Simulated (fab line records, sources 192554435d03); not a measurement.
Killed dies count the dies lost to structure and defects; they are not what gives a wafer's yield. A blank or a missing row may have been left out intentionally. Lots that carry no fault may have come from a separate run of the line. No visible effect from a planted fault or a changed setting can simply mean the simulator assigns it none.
8D (eight disciplines) problem report, filled in by code -- flow n5Finfet -- the parts of the form that need people (team, actions taken, sign-off) are left out

== 1. WHAT WENT WRONG ==
Wafers without a fault read 347.0 W, standard deviation 1.2; rfFwdPowerW at N5_BEOL_M4_VIA_ETCH_34 reads a mean of 263.8 W on 6 wafers belonging to 2 lots. Relative to the usual mean, that is a shift of -69 standard deviations.
The step: etches the open film in C4F6/O2, target depth 69.4 nm, time 65.9 s.
Seen first at day 10 12:57 on rieDiel-02, wafer L149.2. The record has a number at this step for 18 wafers belonging to 6 lots. The rule behind "out" and "out of limits": a value lying over 4 standard deviations away from the usual mean. Any other wafer with a number is counted as sound.

== 2. WHAT IT IS AND WHAT IT IS NOT ==
question,is,is not
which readings at this step,rfFwdPowerW,"drypumpMotorCurrentA, oesProductAu, showerheadPlenumPTorr, throttleValvePct"
which lots,"L149, L150","L146, L155, L162, L163"
which wafers of those lots,all that have a number,-
read on which tools,rieDiel-02,"rieDiel-01, rieDiel-05"
when,from day 10 12:57,"up to then (3 sound wafers); but 9 sound wafers of L155, L162, L163 came after"

== 3. THE SUSPECTS, EACH WITH WHAT RULES IT OUT ==
Counting: any tool at a process step up to the reading is kept as a suspect provided that every lot that is out went through it and no sound lot did after the first of them.
- rieDiel-01 at N5_BEOL_M4_DESCUM_33 (chemistry O2, time 7 s): ruled out as a lasting fault. Sound lots L155, L163 ran on it after its first lot that is out, L149 (day 10 00:21).
- rieDiel-01 at N5_BEOL_M4_ETCH_77 (etches underlayer in N2/H2, target depth 6.5 nm, time 5.2 s): ruled out as a lasting fault. Sound lots L155, L163 ran on it after its first lot that is out, L149 (day 10 00:24).
- rieDiel-01 at N5_BEOL_M4_ETCH_69 (etches SiARC in CF4, target depth 15.6 nm, time 26 s): ruled out as a lasting fault. Sound lots L155, L163 ran on it after its first lot that is out, L149 (day 10 00:26).
- aldSin-02 at N5_BEOL_M4_ALD_98 (deposits SiO2, target thk 2.5 nm, pulse time 1 s, co reactant pulse time 1 s): ruled out as a lasting fault. Sound lots L155, L163 ran on it after its first lot that is out, L149 (day 10 00:33).
- rieDiel-02 at N5_BEOL_M4_ETCH_70 (etches SOC in N2/H2, target depth 80 nm, overetch 24 nm, time 130 s): ruled out as a lasting fault. Sound lots L163 ran on it after its first lot that is out, L149 (day 10 12:47).
- rieDiel-02 at N5_BEOL_M4_VIA_ETCH_34 (etches the open film in C4F6/O2, target depth 69.4 nm, time 65.9 s): ruled out as a lasting fault. Sound lots L163 ran on it after its first lot that is out, L149 (day 10 12:57).
Left after counting: nothing in the record.

== 4. THE CAUSE (what the simulator had put in) ==
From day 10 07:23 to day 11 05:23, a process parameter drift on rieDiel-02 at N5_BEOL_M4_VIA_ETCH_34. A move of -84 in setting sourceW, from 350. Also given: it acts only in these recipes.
Counting ruled it out, wrongly.

== 5. THE EFFECT CHAIN, in route order ==
Rows list readings where the struck wafers' mean (over those with a number) sits beyond 3 standard deviations from the usual. Only readings for which the record gives a usual standard deviation are gone through. hours: the time from each lot's start at the first step in this table that gives one to its start at this step, as a median over the lots. sigmas: the change in usual standard deviations.
hours,step,reading,usual,on struck wafers,change,sigmas
0,N5_BEOL_M4_VIA_ETCH_34,rfFwdPowerW,347.0 W,263.8,-83.2,-69
0,N5_BEOL_M4_VIA_ETCH_34,rfVppV,665 V,769,+104,+4.9
Its process steps:
- N5_BEOL_M4_VIA_ETCH_34: etches the open film in C4F6/O2, target depth 69.4 nm, time 65.9 s.
Later measuring or inspecting steps at which every struck wafer that the step has a row for has a number for every such reading, and none has moved that far: N5_BEOL_M4_RC_MEAS_101.

== 6. WHAT WOULD HAVE CAUGHT IT SOONER ==
The fault began at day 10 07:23; the first out-of-limits reading in this record came at day 10 12:57, 6 hours later.
